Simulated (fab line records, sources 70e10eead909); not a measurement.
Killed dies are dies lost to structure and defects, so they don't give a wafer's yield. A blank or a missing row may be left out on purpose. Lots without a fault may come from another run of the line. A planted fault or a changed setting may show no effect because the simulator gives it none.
fab line records | flow nand_harc
record lots=6 wafers=18 last_day=33
route steps=1302 shown THIN_TSV@1283
lots that met no fault: from a run of the same line without faults
start_h: hours from the record's first day to the start of the lot's first wafer shown | wait_h: hours since the lot's step before | " the same as in the row above | L1.1+2: a row that stands for several wafers | - no value, or no start given | * or withheld: withheld | < > ~ a bound
route shown NAME@n: a module of which the file shows steps, and the number in the route of the first | usual: mean/standard deviation of fault-free wafers | same: alike in all rows | chamber/n: place in a boat | sites: the reading at each site | _std_site: their standard deviation | _edge_site: outer sites' mean less inner sites' | radius_mm: how far each site lies from the wafer's centre | mask NAME#n: copy n | behind: the tool/chamber that last shaped the wafer | hold: why the lot was held/for how many hours/how that ended | device: the transistor (n, p or np) that didn't switch | end of line: the same wafers' tests at the end of the route | a step without rows: its recipe alone | killed: dies lost to structure and defects at the first sort, not the wafer's yield | map: a wafer's dies, x killed, . not, _ none there
set.NAME: the setting as run; set.NAME@STEP: as run at that earlier step | model.NAME: the simulator's own value behind a step, which no gauge read
lots at some steps of the route; a table a step, a row a wafer
services: from which hour (start_h, from the record's first day; less than 0 if before it) a tool's chamber was out of use, for how many hours, and why
## steps
# step NHARC_THIN_TSV_DEHYDRATE_25
# recipe temp_c=150 time_s=120
# step NHARC_THIN_TSV_HMDS_26
# recipe time_s=30
# step NHARC_THIN_TSV_COAT_27
# recipe spin_rpm=*
# step NHARC_THIN_TSV_SOFTBAKE_28
# recipe temp_c=122 time_s=95
# step NHARC_THIN_TSV_EBR_29
# step NHARC_THIN_TSV_EXPOSE_30
# recipe na=0.55 dose_mj=11.47 mask_id=PAD
# step NHARC_THIN_TSV_PEB_31
# recipe peb_temp_c=118 peb_time_s=85
# step NHARC_THIN_TSV_DEVELOP_32
# recipe time_s=70
# step NHARC_THIN_TSV_CD_MEAS_33
# recipe target_cd_nm=5000 landing_energy_ev=500
# usual cd_nm=5000.2/2.3
# columns lot.wafer tool chamber start_h wait_h cd_nm
L583.1 cd_sem-03 0 559.37 - 4998.8
L583.4 " 0 " " 5000.9
L583.5 " 0 " " 4999.2
L589.2 cd_sem-02 0 629.16 - 5000.6
L589.3 " 0 " " 5001.9
L589.4 " 0 " " 5000.8
L598.3 cd_sem-02 0 714.74 - 5002.2
L598.4 " 0 " " 5000.5
L598.5 " 0 " " 5001.2
L596.1 cd_sem-03 0 721.54 - 5000.7
L596.3 " 0 " " 4997.7
L596.6 " 0 " " 5001.4
L600.1 cd_sem-02 0 739.92 - 5000.2
L600.2 " 0 " " 5001.9
L600.6 " 0 " " 5001.7
L605.1 cd_sem-02 0 785.28 - 5000.0
L605.2 " 0 " " 5003.4
L605.5 " 0 " " 5001.6
# step NHARC_THIN_TSV_HARDBAKE_34
# recipe temp_c=125 time_s=80
# step NHARC_THIN_TSV_DESCUM_35
# recipe time_s=3 o2_flow_sccm=200 ar_flow_sccm=0 bias_power_w=0 chemistry=O2
# usual drypump_motor_current_A=5.8/0.45 oes_product_au=1.000/0.0097 rf_vpp_V=57.8/0.87 showerhead_plenum_p_Torr=1.95/0.071 throttle_valve_pct=11.311/0.0086
# columns lot.wafer tool chamber start_h wait_h drypump_motor_current_A oes_product_au rf_hours_counter_h rf_vpp_V showerhead_plenum_p_Torr throttle_valve_pct
L583.1 rie_diel-03 2 559.52 - 5.8 0.990 3.5 58.3 1.98 11.331
L583.4 " 2 " " 5.9 0.989 - 58.6 1.98 11.329
L583.5 " 3 " " 6.1 1.002 - 56.9 1.88 11.298
L589.2 rie_diel-03 3 629.32 - 6.2 1.000 8.1 56.5 1.88 11.308
L589.3 " 0 " " 5.8 0.983 6.2 57.2 1.93 11.302
L589.4 " 1 " " 5.5 1.000 7.2 57.6 2.01 11.323
L598.4 rie_diel-03 3 714.92 - 6.1 0.993 2.5 56.9 1.88 11.317
L598.3 " 0 " " 5.7 0.992 2.6 56.3 1.93 11.307
L598.5 " 2 " " 5.8 1.008 - 58.0 1.98 11.323
L596.1 rie_diel-12 1 721.72 - 6.0 0.990 6.1 57.5 1.81 11.308
L596.3 " 2 " " 6.4 1.011 6.3 60.1 2.04 11.315
L596.6 " 0 " " 6.1 1.010 - 57.1 1.95 11.328
L600.2 rie_diel-12 0 740.08 - 6.1 1.021 7.3 57.2 1.95 11.317
L600.1 " 1 " " 6.0 1.009 7.6 58.3 1.81 11.303
L600.6 " 0 " " 6.1 1.015 - 59.1 1.95 11.308
L605.2 rie_diel-03 1 785.44 - 5.6 1.008 5.7 59.4 2.01 11.321
L605.1 " 0 " " 5.8 0.984 5.8 57.1 1.93 11.321
L605.5 " 1 " " 5.5 1.011 - 58.7 2.01 11.306
# step NHARC_THIN_TSV_ETCH_59
# recipe target_depth_a=8800 icp_w=900 bias_w=100 Cl2_flow_sccm=60 bcl3_flow_sccm=30 time_s=138.1 chemistry=Cl2/BCl3
# usual bias_w=99.99/0.27 drypump_motor_current_A=5.8/0.35 oes_product_au=0.999/0.01 run_length_s=159.5/0.37 throttle_valve_pct=22.265/0.0093
# columns lot.wafer tool chamber start_h wait_h bias_w drypump_motor_current_A oes_product_au rf_hours_counter_h run_length_s throttle_valve_pct
L583.1 rie_metal-02 0 559.68 0.1 100.07 5.4 0.985 1.6 159.8 22.264
L583.4 " 1 " " 99.90 6.1 0.994 - 159.8 22.250
L583.5 " 1 " " 100.07 6.1 1.006 - 160.5 22.268
L589.2 rie_metal-03 1 629.48 0.1 99.82 6.0 0.992 1.6 159.4 22.268
L589.3 " 0 " " 100.26 5.4 1.005 - 159.1 22.267
L589.4 " 1 " " 99.54 6.0 1.000 - 159.4 22.266
L598.3 rie_metal-03 0 715.10 0.1 99.82 5.4 1.009 - 159.4 22.270
L598.4 " 1 " " 100.00 6.0 0.994 - 159.4 22.275
L598.5 " 1 " " 99.92 6.0 0.993 - 159.7 22.265
L596.1 rie_metal-02 0 721.86 0.1 100.12 5.4 1.000 1.3 159.7 22.261
L596.3 " 1 " " 99.75 6.0 1.016 - 159.7 22.266
L596.6 " 0 " " 99.80 5.4 0.997 - 160.0 22.273
L600.1 rie_metal-02 1 740.21 0.1 100.42 6.0 1.009 1.6 159.9 22.261
L600.2 " 0 " " 100.35 5.4 0.989 1.6 159.9 22.255
L600.6 " 1 " " 99.97 6.0 0.999 - 159.7 22.261
L605.1 rie_metal-01 1 785.56 0.1 99.90 5.7 0.992 0.1 159.2 22.259
L605.2 " 1 " " 100.23 5.7 0.997 - 159.3 22.261
L605.5 " 1 " " 100.07 5.7 1.000 - 159.6 22.248
# step NHARC_THIN_TSV_ETCH_36
# recipe target_depth_a=650 over_etch_frac=0.3 time_s=18.571 ion_energy_ev=150 chemistry=Cl2/BCl3
# usual drypump_motor_current_A=5.8/0.35 oes_product_au=0.998/0.0099 run_length_s=39.9/0.36
# columns lot.wafer tool chamber start_h wait_h drypump_motor_current_A oes_product_au rf_hours_counter_h run_length_s
L583.1 rie_metal-02 0 559.93 0.2 5.4 0.987 1.7 40.3
L583.4 " 1 " " 6.1 1.011 - 40.1
L583.5 " 0 " " 5.4 0.990 - 40.5
L589.2 rie_metal-03 1 629.70 0.2 6.0 0.995 1.8 39.7
L589.4 " 0 " " 5.4 1.001 - 39.8
L589.3 " 1 " " 6.0 0.991 - 40.1
L598.3 rie_metal-03 1 715.30 0.2 6.0 0.987 - 39.8
L598.4 " 0 " " 5.4 0.986 - 39.5
L598.5 " 1 " " 6.0 0.986 - 39.6
L596.1 rie_metal-02 0 722.09 0.2 5.4 0.999 1.4 36.1
L596.3 " 1 " " 6.0 1.021 - 35.1
L596.6 " 1 " " 6.0 1.017 - 35.5
L600.2 rie_metal-02 0 740.47 0.2 5.4 0.995 1.8 40.0
L600.1 " 1 " " 6.0 1.009 1.8 35.4
L600.6 " 0 " " 5.4 0.989 - 35.4
L605.1 rie_metal-01 1 786.03 0.4 5.7 0.977 0.4 40.1
L605.2 " 1 " " 5.7 0.974 - 39.9
L605.5 " 1 " " 5.7 0.985 - 39.9
# step NHARC_THIN_TSV_STRIP_56
# recipe power_w=1500 temp_c=250 chemistry=O2
# usual drypump_motor_current_A=5.5/0.57 heater_power_w=320/28 temp_c=250.03/0.18
# columns lot.wafer tool chamber start_h wait_h drypump_motor_current_A heater_power_w rf_hours_counter_h temp_c
L583.1 plasma_asher-02 0 560.08 0.1 4.9 312 31 250.18
L583.4 " 0 " " 5.0 302 - 250.29
L583.5 " 1 " " 5.1 341 - 249.75
L589.2 plasma_asher-02 0 630.08 0.4 5.0 287 5 250.23
L589.4 " 1 " " 5.1 329 - 249.88
L589.3 " 0 " " 5.0 288 - 250.01
L598.3 plasma_asher-02 1 715.64 0.3 5.1 332 - 249.89
L598.4 " 0 " " 4.9 285 - 249.79
L598.5 " 1 " " 5.1 335 - 249.96
L596.1 plasma_asher-02 0 722.23 0.1 4.9 298 25 250.12
L596.3 " 1 " " 5.1 329 - 249.82
L596.6 " 0 " " 5.0 287 - 249.73
L600.2 plasma_asher-01 0 740.57 0.1 6.0 359 9 250.21
L600.1 " 1 " " 6.3 290 9 249.86
L600.6 " 0 " " 6.0 354 - 250.20
L605.2 plasma_asher-01 1 786.17 0.1 6.3 294 21 250.28
L605.1 " 0 " " 6.0 350 21 250.16
L605.5 " 1 " " 6.2 290 - 250.03
## services
# columns tool chamber start_h hours kind
rie_metal-01 0 535.62 14.3 repair
rie_metal-01 1 547.60 2.7 repair
rie_diel-03 2 551.27 5.6 repair
plasma_asher-01 - 554.23 5.4 repair
rie_diel-03 0 557.86 8.6 repair
rie_metal-01 - 575.00 9.0 pm
plasma_asher-02 - 603.00 9.0 pm
rie_diel-03 0 610.48 7.6 repair
rie_diel-12 - 622.40 9.0 pm
rie_metal-02 - 631.04 9.0 pm
rie_metal-02 0 631.04 9.0 vent_cycle
rie_metal-02 1 631.04 9.0 vent_cycle
rie_diel-03 - 635.32 9.0 pm
rie_metal-02 0 640.04 - clean
rie_metal-02 1 640.04 - clean
rie_diel-03 2 657.73 1.7 repair
rie_diel-12 3 675.21 9.1 repair
plasma_asher-01 - 682.87 4.7 repair
rie_metal-03 - 696.00 9.0 pm
plasma_asher-01 - 696.13 9.0 pm
rie_metal-01 - 752.00 9.0 pm
plasma_asher-02 - 756.33 5.0 repair
plasma_asher-02 - 780.04 9.0 pm
rie_metal-01 0 780.09 17.7 repair
## key
first_sign step=NHARC_THIN_TSV_ETCH_36 reading=run_length_s direction=down sigmas=12 usual=* struck=*
effect none on later readings
met_at NHARC_THIN_TSV_ETCH_36
struck_wafers L596.1,L596.3,L596.6,L600.1,L600.6
later_rows_left_out L596.1,L596.3,L596.6,L600.1,L600.6
sort_left_out L596.1,L596.3,L596.6,L600.1,L600.6
onset_between 559.93 722.09
fault kind=process_parameter_drift tool=rie_metal-02 chamber=- onset_h=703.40 steps=NHARC_THIN_TSV_ETCH_36 channel=time_s offset=* shape=step end_h=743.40 scope=struck_wafers_only acts_in=* stated=*
# sort_left_out: the simulated sort isn't trusted on such a fault, so these wafers' sort isn't shown, and their yield isn't known
# later_rows_left_out: the simulator's readings of these wafers behind a module that went badly wrong aren't trusted and aren't shown, but for the sort
